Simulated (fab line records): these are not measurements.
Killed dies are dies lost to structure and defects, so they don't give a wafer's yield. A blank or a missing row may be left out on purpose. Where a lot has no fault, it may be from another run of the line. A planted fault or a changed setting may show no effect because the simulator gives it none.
Code-filled problem report in 8D (eight disciplines) form ; flow n5-finfet ; the parts of the form that need people (team, actions taken, sign-off) are left out

1. WHAT IS WRONG
killed-at-other at N5_PASSIVATION_PROBE_49 reads a mean of 98 on 2 wafers of 2 lots; wafers without a fault read 3 with a standard deviation of 3. That is +32 standard deviations from the usual mean.
Earliest sighting: wafer L846.1 on prober-02 at day 18 05:58. The record holds 12 wafers of 4 lots with a number at this step. The rule behind "out" and "out of limits": a value lying over 4 standard deviations away from the usual mean. Any other wafer with a number is counted as sound.

2. WHAT IT IS AND WHAT IT IS NOT
question;is;is not
which readings at this step;killed-at-other, defect-limited-yield, killed-dies, sort_bin_5_function, sort-n-pass, sort-yield-pct;killed_at_M0_to_M3, killed_at_M4_up, killed-at-contacts, killed-at-front-end, killed-open, killed-short
which lots;L846, L847;L825, L832
which wafers of those lots;L846.1, L847.2;L846.3, L846.4, L847.1, L847.5
read on which tools;prober-02;-
when;from day 18 05:58;"up to then (6 sound wafers); but 4 sound wafers of L846, L847 came after"

3. SUSPECTS, AND WHAT RULES EACH OUT
Counting: any tool at a process step up to the reading remains a suspect provided it ran every lot that is out. Sound lots after the first of them don't rule it out here, since some wafers of a struck lot are sound.
- rie-diel-03 at N5_PASSIVATION_PASS_ETCH_74 (etches SiNx in CF4/O2, target depth 220 nm, time 110 s): kept. It ran every lot that is out, first L846 (day 17 21:44); its last sound lot up to then is L832 (day 14 16:02).
- rie-diel-03 at N5_PASSIVATION_VIA_ETCH_13 (etches SiO2 in CHF3/O2, target depth 660 nm, time 330 s): kept. It ran every lot that is out, first L846 (day 17 21:50); its last sound lot up to then is L832 (day 14 16:07).
- prober-02 at N5_PASSIVATION_PROBE_49: kept. It ran every lot that is out, first L846 (day 18 05:58); its last sound lot up to then is L832 (day 14 23:29). On those wafers its own readings are out: defect-limited-yield, killed-at-other, killed-dies, sort_bin_5_function, sort-n-pass, sort-yield-pct.
- rie-diel-03, N5_PASSIVATION_PASS_ETCH_74: wafers that are out in chamber 1, sound lot-mates in chambers 0, 2, 3.
- rie-diel-03, N5_PASSIVATION_VIA_ETCH_13: wafers that are out in chamber 1, sound lot-mates in chambers 0, 2, 3.
rie-diel-03 at N5_PASSIVATION_PASS_ETCH_74, rie-diel-03 at N5_PASSIVATION_VIA_ETCH_13 and prober-02 at N5_PASSIVATION_PROBE_49 are what is left after counting.

4. THE CAUSE (what the simulator had put in)
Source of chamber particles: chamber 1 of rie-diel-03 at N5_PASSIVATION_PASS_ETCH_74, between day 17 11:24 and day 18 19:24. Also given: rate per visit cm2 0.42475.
Counting leaves 3 suspects; this tool is one of them.

5. SEQUENCE OF EFFECTS, ordered by route
Each row: a reading whose mean over the struck wafers that have a number lies more than 3 standard deviations from the usual. Only readings for which the record gives a usual standard deviation are gone through. hours: the time from each lot's start at the first step in this table that gives one to its start at this step, as a median over the lots. sigmas: the change in usual standard deviations.
hours;step;reading;usual;on struck wafers;change;sigmas
0;N5_PASSIVATION_PROBE_49;defect-limited-yield;91.0 %;82.0;-9.0;-6.0
0;N5_PASSIVATION_PROBE_49;killed-at-other;3;98;+95;+32
0;N5_PASSIVATION_PROBE_49;killed-dies;106;213;+107;+5.9
0;N5_PASSIVATION_PROBE_49;sort_bin_5_function;5.2 %;11.4;+6.2;+6.5
0;N5_PASSIVATION_PROBE_49;sort-n-pass;1074;967;-107;-5.9
0;N5_PASSIVATION_PROBE_49;sort-yield-pct;91.0 %;82.0;-9.0;-6.0
Process steps it contains:
- N5_PASSIVATION_PROBE_49

6. WHAT WOULD HAVE CAUGHT IT SOONER
In this record no reading fell out of limits until day 18 05:58, 19 hours after the fault had begun at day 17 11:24.
No tool reading at N5_PASSIVATION_PASS_ETCH_74 that has a usual standard deviation in the record was out on any struck wafer, so an alarm limit of 4 standard deviations on those readings would not have fired.
Lots out: 2; of these, L847 started N5_PASSIVATION_PASS_ETCH_74 on rie-diel-03 after day 18 05:58. A tool hold placed at that time would have kept it from harm.
